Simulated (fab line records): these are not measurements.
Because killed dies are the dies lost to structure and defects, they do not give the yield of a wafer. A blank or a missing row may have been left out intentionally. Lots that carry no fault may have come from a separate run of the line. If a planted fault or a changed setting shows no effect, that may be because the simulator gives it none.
fab line records    flow n5-finfet
record: lots: 7  wafers: 21  last-day: 18
route steps=1938 shown TV_LITHO@1878 TV_OPEN@1887 PASSIVATION@1936
lots that met no fault: taken from a fault-free run of the same line
start-h: start of the lot's first displayed wafer, in hours after the record's first day    wait-h: hours since the lot's step before    " identical to the entry in the row above    L1.1+2: a row that stands for several wafers    - no value, or no start given    * or withheld: withheld    < > ~ a bound
route shown NAME@n: a module of which the file shows steps, and the number in the route of the first    usual: mean and standard deviation over wafers with no fault    same: alike in all rows    chamber/n: place in a boat    sites: each site's reading    _std_site: their standard deviation    _edge_site: the outer-site mean with the inner-site mean subtracted    radius-mm: how far each site lies from the wafer's centre    mask NAME#n: copy n    behind: the tool/chamber that last shaped the wafer    hold: why the lot was held/for how many hours/how that ended    device: which transistor (n, p or np) failed to switch    end of line: tests run on the same wafers once the route is complete    where a step has no rows: the recipe by itself    killed: dies that structure and defects cost at the first sort, which is not the same as the wafer's yield    map: dies across one wafer; x = killed, . = not, _ = none there
set.NAME: setting as actually run; set.NAME@STEP: the setting as run at that earlier step    model.NAME: the simulator's own value behind a step, which no gauge read
a table for each step, a row for each wafer; lots at some steps of the route
services: when a tool's chamber went out of use (start-h, in hours from the record's first day, below 0 if earlier), for how many hours, and the reason
== steps ==
step: N5_PASSIVATION_SOFTBAKE_05
recipe: temp-c: 100  time-s: 90
step: N5_PASSIVATION_EXPOSE_07
recipe: mask-id: TV  na: 0.55  source-shape: conventional  sigma-outer: 0.8  polarization: unpolarized  defocus-nm: 0  target-cd-nm: 3000  dose-mj: 22.75
step: N5_PASSIVATION_PEB_08
recipe: peb-temp-c: withheld  peb-time-s: *
step: N5_PASSIVATION_DEVELOP_09
recipe: develop-time-s: 60  rinse-liquid: diw  dry: air-spin  dev-temp-c: 21
step: N5_PASSIVATION_HARDBAKE_11
recipe: temp-c: 130  time-s: 120
step: N5_PASSIVATION_CD_MEAS_10
recipe: target-cd-nm: 3000  landing-energy-ev: 500  detector: se-inlens
usual: cd-nm: 3002.4/2.7
lot.wafer  tool       chamber  start-h  wait-h  cd-nm
L252.1     cd-sem-03  0        312.34   -       3004.7
L252.3     "          0        "        "       3003.6
L252.4     "          0        "        "       3000.7
L254.1     cd-sem-01  0        327.47   -       3000.1
L254.2     "          0        "        "       3004.6
L254.3     "          0        "        "       3007.2
L257.1     cd-sem-03  0        361.28   -       2999.7
L257.3     "          0        "        "       3003.5
L257.6     "          0        "        "       3000.2
L264.3     cd-sem-03  0        383.99   -       3006.8
L264.4     "          0        "        "       3003.0
L264.5     "          0        "        "       3004.1
L263.2     cd-sem-01  0        388.00   -       3005.3
L263.3     "          0        "        "       3000.2
L263.5     "          0        "        "       2999.8
L262.1     cd-sem-02  0        388.86   -       3001.3
L262.3     "          0        "        "       3000.1
L262.6     "          0        "        "       3001.6
L268.3     cd-sem-01  0        415.72   -       2997.5
L268.5     "          0        "        "       3000.2
L268.6     "          0        "        "       2999.3
step: N5_PASSIVATION_OVL_MEAS_60
recipe: points-per-wafer: 44
usual: TV_OVL: -3/5.8
lot.wafer  tool        chamber  start-h  wait-h  TV_OVL[nm]
L252.1     overlay-01  0        312.37   0.0     -4
L252.3     "           0        "        "       -1
L252.4     "           0        "        "       -14
L254.1     overlay-01  0        327.52   0.1     -5
L254.2     "           0        "        "       4
L254.3     "           0        "        "       -3
L257.1     overlay-02  0        361.31   0.0     -7
L257.3     "           0        "        "       2
L257.6     "           0        "        "       -10
L264.3     overlay-01  0        384.02   0.0     -3
L264.4     "           0        "        "       -12
L264.5     "           0        "        "       -9
L263.2     overlay-01  0        388.03   0.0     -14
L263.3     "           0        "        "       -8
L263.5     "           0        "        "       0
L262.1     overlay-01  0        388.89   0.0     -2
L262.3     "           0        "        "       -12
L262.6     "           0        "        "       5
L268.3     overlay-02  0        415.75   0.0     0
L268.5     "           0        "        "       -3
L268.6     "           0        "        "       6
step: N5_PASSIVATION_INSPECT_61
recipe: mode: adi  inspect-instrument: macro
usual: raw-defect-count: 2.0/1.5
lot.wafer  tool               chamber  start-h  wait-h  raw-defect-count
L252.1     defect-inspect-02  -        312.39   0.0     2
L252.3     "                  -        "        "       2
L252.4     "                  -        "        "       5
L254.1     defect-inspect-01  -        327.55   0.0     2
L254.2     "                  -        "        "       2
L254.3     "                  -        "        "       0
L257.1     defect-inspect-01  -        361.33   0.0     3
L257.3     "                  -        "        "       3
L257.6     "                  -        "        "       2
L264.3     defect-inspect-02  -        384.05   0.0     0
L264.4     "                  -        "        "       1
L264.5     "                  -        "        "       3
L263.2     defect-inspect-02  -        388.05   0.0     0
L263.3     "                  -        "        "       3
L263.5     "                  -        "        "       1
L262.1     defect-inspect-01  -        388.91   0.0     0
L262.3     "                  -        "        "       1
L262.6     "                  -        "        "       1
L268.3     defect-inspect-02  -        415.77   0.0     2
L268.5     "                  -        "        "       3
L268.6     "                  -        "        "       3
step: N5_PASSIVATION_DESCUM_12
recipe: chemistry: O2  time-s: 7.9  source-power-w: 50  bias-power-w: 20  pressure-mtorr: 20  rf-frequency-hz: 2.712e+07  temp-c: 40  o2-flow-sccm: 225
usual: drypump-motor-current-A: 5.7/0.31  oes-product-au: 0.77/0.073  rf-vpp-V: 243.3/1.4  showerhead-plenum-p-Torr: 2.10/0.074  throttle-valve-pct: 20.46/0.23
lot.wafer  tool         chamber  start-h  wait-h  drypump-motor-current-A  oes-product-au  rf-hours-counter-h  rf-vpp-V  showerhead-plenum-p-Torr  throttle-valve-pct
L252.1     rie-diel-01  3        312.43   0.0     5.7                      0.74            179                 241.2     1.98                      20.52
L252.3     "            1        "        "       5.9                      0.70            232                 240.6     2.00                      20.78
L252.4     "            2        "        "       6.3                      0.70            215                 243.5     2.17                      20.56
L254.1     rie-diel-03  2        327.58   0.0     5.6                      0.71            195                 244.4     2.15                      20.73
L254.2     "            3        "        "       5.9                      0.97            2                   242.1     2.06                      20.22
L254.3     "            0        "        "       5.7                      0.81            92                  245.8     2.19                      20.65
L257.1     rie-diel-01  2        361.65   0.3     6.4                      0.69            228                 242.9     2.16                      20.58
L257.3     "            1        "        "       5.9                      0.68            246                 240.9     1.99                      20.79
L257.6     "            0        "        "       5.8                      0.76            -                   242.8     2.13                      20.33
L264.3     rie-diel-03  1        384.08   0.0     5.3                      0.75            166                 241.9     2.08                      20.24
L264.4     "            0        "        "       5.7                      0.78            112                 244.9     2.18                      20.69
L264.5     "            3        "        "       5.9                      0.91            -                   243.0     2.06                      20.23
L263.2     rie-diel-01  2        388.14   0.1     6.4                      0.68            236                 242.2     2.16                      20.59
L263.3     "            3        "        "       5.7                      0.72            200                 241.8     1.97                      20.54
L263.5     "            2        "        "       6.3                      0.69            -                   244.2     2.16                      20.60
L262.1     rie-diel-01  2        389.15   0.2     6.4                      0.69            236                 243.0     2.16                      20.60
L262.3     "            3        "        "       5.7                      0.72            201                 242.3     1.97                      20.54
L262.6     "            2        "        "       6.4                      0.69            -                   242.9     2.16                      20.61
L268.3     rie-diel-04  0        415.81   0.0     5.7                      0.74            173                 241.7     2.11                      20.74
L268.5     "            2        "        "       6.0                      0.88            -                   245.3     2.22                      20.24
L268.6     "            3        "        "       5.0                      0.72            -                   243.3     2.07                      20.05
step: N5_PASSIVATION_PASS_ETCH_74
recipe: chemistry: CF4/O2  target: SiNx  target-depth-a: 2200  time-s: 110  ion-energy-ev: 100  pressure-mtorr: 40  source-w: 535  bias-w: 49  Ar_flow_sccm: 100  cf4-flow-sccm: 100  O2_flow_sccm: 10
usual: bias-w: 48.99/0.14  drypump-motor-current-A: 5.7/0.31  oes-product-au: 0.78/0.075  rf-vpp-V: 244/6.8  showerhead-plenum-p-Torr: 2.22/0.075  throttle-valve-pct: 16.05/0.21
lot.wafer  tool         chamber  start-h  wait-h  bias-w  drypump-motor-current-A  oes-product-au  rf-hours-counter-h  rf-vpp-V  showerhead-plenum-p-Torr  throttle-valve-pct
L252.1     rie-diel-01  3        312.49   0.0     48.94   5.7                      0.72            179                 236       2.11                      16.22
L252.3     "            1        "        "       49.16   5.9                      0.71            232                 245       2.10                      16.25
L252.4     "            2        "        "       49.06   6.3                      0.71            215                 239       2.28                      16.12
L254.1     rie-diel-03  2        327.65   0.0     49.10   5.6                      0.73            195                 249       2.28                      16.40
L254.2     "            3        "        "       48.85   5.9                      0.99            2                   235       2.19                      15.84
L254.3     "            0        "        "       48.86   5.7                      0.81            92                  253       2.31                      16.18
L257.1     rie-diel-01  2        361.71   0.0     48.99   6.3                      0.71            228                 243       2.27                      16.13
L257.3     "            1        "        "       48.94   5.9                      0.69            246                 244       2.10                      16.30
L257.6     "            0        "        "       49.03   5.8                      0.78            -                   253       2.24                      15.88
L264.3     rie-diel-03  1        384.15   0.0     49.17   5.3                      0.74            166                 242       2.20                      15.91
L264.4     "            0        "        "       48.93   5.7                      0.78            112                 252       2.30                      16.22
L264.5     "            3        "        "       48.84   5.9                      0.94            -                   234       2.18                      15.88
L263.2     rie-diel-01  2        388.20   0.0     49.04   6.3                      0.70            236                 240       2.27                      16.16
L263.3     "            3        "        "       49.16   5.7                      0.71            200                 237       2.10                      16.27
L263.5     "            2        "        "       49.20   6.3                      0.70            -                   240       2.27                      16.17
L262.1     rie-diel-01  2        389.21   0.0     49.01   6.3                      0.71            236                 240       2.27                      16.17
L262.3     "            3        "        "       48.95   5.7                      0.71            201                 236       2.10                      16.27
L262.6     "            2        "        "       48.99   6.4                      0.70            -                   239       2.27                      16.15
L268.3     rie-diel-04  0        415.87   0.0     48.93   5.7                      0.74            173                 231       2.19                      16.13
L268.5     "            2        "        "       48.74   6.0                      0.88            -                   241       2.34                      15.83
L268.6     "            3        "        "       48.83   5.0                      0.72            -                   249       2.19                      15.81
step: N5_PASSIVATION_VIA_ETCH_13
recipe: chemistry: CHF3/O2  target: SiO2  target-depth-a: 6600  CHF3_flow_sccm: 50  O2_flow_sccm: 5  Ar_flow_sccm: 200  time-s: 330  mask-material: PR  pressure-mtorr: 30  source-w: 650  bias-w: 170  ion-energy-ev: 200  ends: cleared
usual: bias-w: 170.1/0.52  drypump-motor-current-A: 5.7/0.31  etch-rf-on-time-s: 236/5.5  oes-product-au: 0.70/0.065  rf-vpp-V: 530/15  showerhead-plenum-p-Torr: 2.42/0.086  throttle-valve-pct: 18.93/0.26
lot.wafer  tool         chamber  start-h  wait-h  bias-w  drypump-motor-current-A  etch-rf-on-time-s  oes-product-au  rf-hours-counter-h  rf-vpp-V  showerhead-plenum-p-Torr  throttle-valve-pct
L252.1     rie-diel-01  3        312.59   0.0     169.5   5.7                      240                0.66            179                 514       2.30                      19.11
L252.3     "            1        "        "       170.0   5.9                      230                0.64            233                 531       2.29                      19.10
L252.4     "            2        "        "       169.8   6.4                      228                0.65            215                 525       2.50                      19.03
L254.1     rie-diel-03  2        327.74   0.0     169.9   5.6                      229                0.65            195                 540       2.51                      19.38
L254.2     "            3        "        "       169.3   5.9                      239                0.88            2                   513       2.39                      18.75
L254.3     "            0        "        "       169.1   5.7                      240                0.73            93                  548       2.53                      19.18
L257.1     rie-diel-01  2        361.80   0.0     170.3   6.3                      232                0.63            228                 523       2.49                      19.05
L257.3     "            1        "        "       170.0   5.9                      227                0.63            246                 529       2.28                      19.14
L257.6     "            0        "        "       169.1   5.8                      246                0.70            -                   549       2.44                      18.72
L264.3     rie-diel-03  1        384.24   0.0     170.2   5.3                      238                0.68            166                 528       2.43                      18.89
L264.4     "            0        "        "       169.9   5.7                      242                0.70            112                 548       2.52                      19.22
L264.5     "            3        "        "       169.5   5.9                      233                0.84            -                   512       2.38                      18.78
L263.2     rie-diel-01  2        388.29   0.0     170.2   6.4                      233                0.62            236                 523       2.49                      19.06
L263.3     "            3        "        "       169.6   5.7                      241                0.63            200                 511       2.30                      19.14
L263.5     "            2        "        "       169.9   6.3                      233                0.63            -                   523       2.49                      19.06
L262.1     rie-diel-01  2        389.31   0.0     170.3   6.3                      226                0.63            236                 523       2.49                      19.05
L262.3     "            3        "        "       170.7   5.7                      238                0.65            201                 512       2.30                      19.13
L262.6     "            2        "        "       170.5   6.3                      232                0.62            -                   523       2.49                      19.06
L268.3     rie-diel-04  0        415.96   0.0     171.4   5.7                      238                0.66            173                 497       2.38                      18.93
L268.5     "            2        "        "       171.2   6.0                      236                0.80            -                   524       2.55                      18.68
L268.6     "            3        "        "       169.6   5.0                      237                0.66            -                   544       2.38                      18.57
step: N5_PASSIVATION_STRIP_14
recipe: chemistry: O2  power-w: 600  temp-c: 60  pressure-mtorr: 30  rf-frequency-hz: 6e+07  bias-power-w: 0  overash-fraction: 0.5  o2-flow-sccm: 225
usual: drypump-motor-current-A: 5.7/0.31  oes-product-au: 0.78/0.074  rf-vpp-V: 3.8/1  showerhead-plenum-p-Torr: 2.11/0.074  throttle-valve-pct: 16.71/0.21
same: overash-fraction: 0.5
lot.wafer  tool         chamber  start-h  wait-h  drypump-motor-current-A  oes-product-au  rf-hours-counter-h  rf-vpp-V  showerhead-plenum-p-Torr  throttle-valve-pct
L252.1     rie-diel-01  3        312.78   0.1     5.7                      0.73            179                 4.5       1.98                      16.78
L252.3     "            1        "        "       5.9                      0.70            233                 6.1       2.00                      17.00
L252.4     "            2        "        "       6.4                      0.70            215                 3.0       2.17                      16.83
L254.1     rie-diel-03  2        327.93   0.1     5.6                      0.71            195                 4.3       2.15                      16.99
L254.2     "            3        "        "       5.9                      0.96            2                   3.6       2.07                      16.46
L254.3     "            0        "        "       5.8                      0.83            93                  3.3       2.19                      16.84
L257.1     rie-diel-01  2        362.00   0.1     6.3                      0.69            228                 3.3       2.17                      16.85
L257.3     "            1        "        "       5.9                      0.70            247                 2.8       2.00                      17.03
L257.6     "            0        "        "       5.7                      0.76            -                   4.7       2.14                      16.60
L264.3     rie-diel-03  1        384.43   0.1     5.3                      0.75            166                 4.5       2.08                      16.54
L264.4     "            0        "        "       5.7                      0.78            112                 5.5       2.18                      16.89
L264.5     "            3        "        "       5.9                      0.93            -                   4.6       2.06                      16.48
L263.2     rie-diel-01  2        388.49   0.1     6.3                      0.69            236                 3.8       2.17                      16.85
L263.3     "            3        "        "       5.7                      0.71            200                 3.8       1.97                      16.84
L263.5     "            2        "        "       6.4                      0.69            -                   3.9       2.17                      16.87
L262.1     rie-diel-01  2        389.50   0.1     6.3                      0.69            237                 5.5       2.17                      16.84
L262.3     "            3        "        "       5.7                      0.73            201                 4.5       1.97                      16.85
L262.6     "            2        "        "       6.4                      0.68            -                   2.8       2.17                      16.86
L268.3     rie-diel-04  0        416.16   0.1     5.7                      0.75            173                 3.0       2.11                      16.95
L268.5     "            2        "        "       6.0                      0.90            -                   4.6       2.23                      16.47
L268.6     "            3        "        "       5.0                      0.73            -                   2.7       2.07                      16.43
step: N5_PASSIVATION_ETCH_15
recipe: chemistry: CF4/N2  target: SiCN  target-depth-a: 750  taper-deg: 2  time-s: 81.2  ion-energy-ev: 150  mask-material: SiNx  pressure-mtorr: 40  source-w: 430  bias-w: 70  Ar_flow_sccm: 100  cf4-flow-sccm: 60  n2-flow-sccm: 60
usual: bias-w: 70.00/0.19  drypump-motor-current-A: 5.7/0.31  oes-product-au: 0.78/0.076  rf-vpp-V: 382.6/2.1  showerhead-plenum-p-Torr: 2.22/0.077  throttle-valve-pct: 15.49/0.22
lot.wafer  tool         chamber  start-h  wait-h  bias-w  drypump-motor-current-A  oes-product-au  rf-hours-counter-h  rf-vpp-V  showerhead-plenum-p-Torr  throttle-valve-pct  model.etch.depth-nm
L252.1     rie-diel-01  3        312.82   -       69.91   5.7                      0.72            179                 380.4     2.11                      15.67               62.92
L252.3     "            1        "        "       70.13   5.9                      0.70            233                 379.2     2.10                      15.72               65.34
L252.4     "            2        "        "       69.96   6.4                      0.72            215                 383.7     2.27                      15.55               67.74
L254.1     rie-diel-03  2        327.97   -       69.69   5.7                      0.73            195                 383.7     2.29                      15.88               65.43
L254.2     "            3        "        "       70.17   5.9                      1.00            2                   383.9     2.19                      15.25               66.91
L254.3     "            0        "        "       69.72   5.7                      0.81            93                  385.9     2.31                      15.65               64.59
L257.1     rie-diel-01  2        362.04   -       69.96   6.4                      0.71            228                 384.6     2.27                      15.58               67.72
L257.3     "            1        "        "       70.24   5.9                      0.69            247                 378.8     2.10                      15.75               69.44
L257.6     "            0        "        "       70.11   5.8                      0.77            -                   383.4     2.23                      15.34               66.05
L264.3     rie-diel-03  1        384.47   -       69.97   5.4                      0.74            166                 382.9     2.20                      15.40               63.46
L264.4     "            0        "        "       69.97   5.7                      0.78            112                 384.3     2.30                      15.69               64.73
L264.5     "            3        "        "       70.04   5.9                      0.94            -                   381.5     2.18                      15.30               69.25
L263.2     rie-diel-01  2        388.53   -       69.85   6.3                      0.70            236                 383.9     2.27                      15.59               66.57
L263.3     "            3        "        "       69.58   5.7                      0.71            200                 380.7     2.10                      15.72               66.57
L263.5     "            2        "        "       69.86   6.3                      0.70            -                   384.2     2.27                      15.59               66.65
L262.1     rie-diel-01  2        389.54   -       70.04   6.3                      0.69            237                 384.4     2.27                      15.59               66.54
L262.3     "            3        "        "       70.19   5.7                      0.70            201                 380.4     2.10                      15.72               66.45
L262.6     "            2        "        "       69.99   6.4                      0.71            -                   383.8     2.27                      15.59               71.26
L268.3     rie-diel-04  0        416.20   -       70.09   5.7                      0.74            173                 380.6     2.19                      15.56               65.92
L268.5     "            2        "        "       70.06   6.1                      0.89            -                   383.9     2.34                      15.25               65.69
L268.6     "            3        "        "       70.24   5.0                      0.73            -                   381.7     2.19                      15.29               64.93
step: N5_PASSIVATION_STRIP_73
recipe: chemistry: post-etch-residue-remover  time-s: 60  temp-c: 25  remover-ph: withheld  remover-water-wt-pct: withheld  remover-fluoride-wt-pct: withheld
step: N5_PASSIVATION_PROBE_49
usual: defect-limited-yield: 91.6/1.4  killed_at_M0_to_M3: 32/9.5  killed_at_M4_up: 13/6  killed-at-contacts: 12/5.6  killed-at-front-end: 39/11  killed-at-other: 2.8/2.3  killed-dies: 99/16  killed-open: 65/12  killed-short: 32/7.6  sort_bin_4_leakage: 0.1/0.88  sort_bin_5_function: 4.8/0.88  sort_bin_6_memory: 3.2/0.65  sort-n-pass: 1077/29  sort-yield-pct: 91.2/2.5
same: gross-dies: 1180  killed-at-back-side: 0  sort_bin_8_speed[%]: 0
lot.wafer  tool       chamber  start-h  wait-h  defect-limited-yield[%]  killed_at_M0_to_M3  killed_at_M4_up  killed-at-contacts  killed-at-front-end  killed-at-other  killed-dies  killed-open  killed-short  sort_bin_4_leakage[%]  sort_bin_5_function[%]  sort_bin_6_memory[%]  sort-n-pass  sort-yield-pct[%]
L252.1     prober-01  -        320.60   0.0     91.5                     41                  2                13                  40                   4                100          60           38            0                      5.2                     3.1                   1080         91.5
L252.3     prober-01  -        320.70   0.1     93.6                     20                  10               9                   31                   6                76           47           23            0                      3.6                     2.1                   1104         93.6
L252.4     prober-01  -        320.75   0.2     94.1                     28                  8                10                  19                   5                70           41           28            0                      3.8                     1.9                   1110         94.1
L268.5     prober-02  -        423.13   0.2     91.4                     37                  11               2                   42                   9                101          61           35            0                      4.7                     3.1                   1079         91.4
killed by level:class
L252.1 FIN_SAQP:geometric-particle:open=16 MOL_CONTACT_COAG:geometric-particle:open=11 BEOL_M0_SAQP:geometric-particle:short=11 BEOL_M0_SAQP:geometric-particle:open=8 BEOL_M3:geometric-particle:short=6 BEOL_M1:geometric-particle:open=5 FIN_SAQP:geometric-particle:short=4 SPACER0:geometric-particle:open=4
L252.3 MOL_CONTACT_COAG:geometric-particle:open=8 BEOL_M4:geometric-particle:open=6 FIN_SAQP:geometric-particle:short=5 BEOL_M0_SAQP:geometric-particle:open=5 BEOL_M3:geometric-particle:open=5 HKMG_FIN:area-etch=5 DUMMY_GATE:geometric-particle:open=4 BEOL_M1:geometric-particle:open=4
L252.4 BEOL_M0_SAQP:geometric-particle:short=7 MOL_CONTACT_COAG:geometric-particle:open=6 FIN_SAQP:geometric-particle:open=5 BEOL_M2:geometric-particle:open=5 STARTING-WAFER:geometric-particle:short=5 MOL_CONTACT_COAG:geometric-particle:short=4 BEOL_M0_SAQP:geometric-particle:open=4 BEOL_M3:geometric-particle:open=4
L268.5 FIN_SAQP:geometric-particle:short=9 FIN_SAQP:geometric-particle:open=8 BEOL_M1:geometric-particle:open=8 STI_FIN_REVEAL:geometric-particle:open=6 BEOL_M0_SAQP:geometric-particle:open=5 BEOL_M0:geometric-particle:open=5 BEOL_M2:geometric-particle:open=5 BEOL_M4:geometric-particle:open=5
== services ==
tool         chamber  start-h  hours  kind
rie-diel-04  0        289.58   7.4    repair
rie-diel-03  3        292.15   -      clean
rie-diel-03  3        292.15   -      consumable-replace:focus-ring
rie-diel-03  3        292.15   28.0   scheduled-down
rie-diel-03  3        292.15   28.0   vent-cycle
rie-diel-04  2        306.17   5.3    repair
rie-diel-04  2        311.66   -      clean
rie-diel-04  2        311.66   -      consumable-replace:focus-ring
rie-diel-04  2        311.66   -      consumable-replace:showerhead
rie-diel-04  2        311.66   12.8   scheduled-down
rie-diel-04  2        311.66   12.8   vent-cycle
rie-diel-03  2        342.53   6.8    repair
rie-diel-04  0        344.79   4.5    repair
rie-diel-01  3        352.67   2.8    repair
rie-diel-01  1        374.97   -      clean
rie-diel-01  1        374.97   -      consumable-replace:focus-ring
rie-diel-01  1        374.97   -      consumable-replace:showerhead
rie-diel-01  1        374.97   30.8   scheduled-down
rie-diel-01  1        374.97   30.8   vent-cycle
rie-diel-03  1        407.63   7.5    repair
== key ==
first-sign none at tools or gauges
model-effect: step: N5_PASSIVATION_ETCH_15  value: etch.depth-nm  without: 63.71  struck: 67.95
met-at N5_PASSIVATION_ETCH_15
struck-wafers L257.3,L257.6,L262.3,L262.6,L263.3
onset-between 312.82 362.04
fault: kind: process-parameter-drift  tool: rie-diel-01  chamber: -  onset-h: 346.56  steps: N5_PASSIVATION_ETCH_15  channel: target-depth-a  offset: 49.974  shape: step  end-h: 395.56  scope: struck-wafers-only  acts-in: these-recipes-only  stated: 750
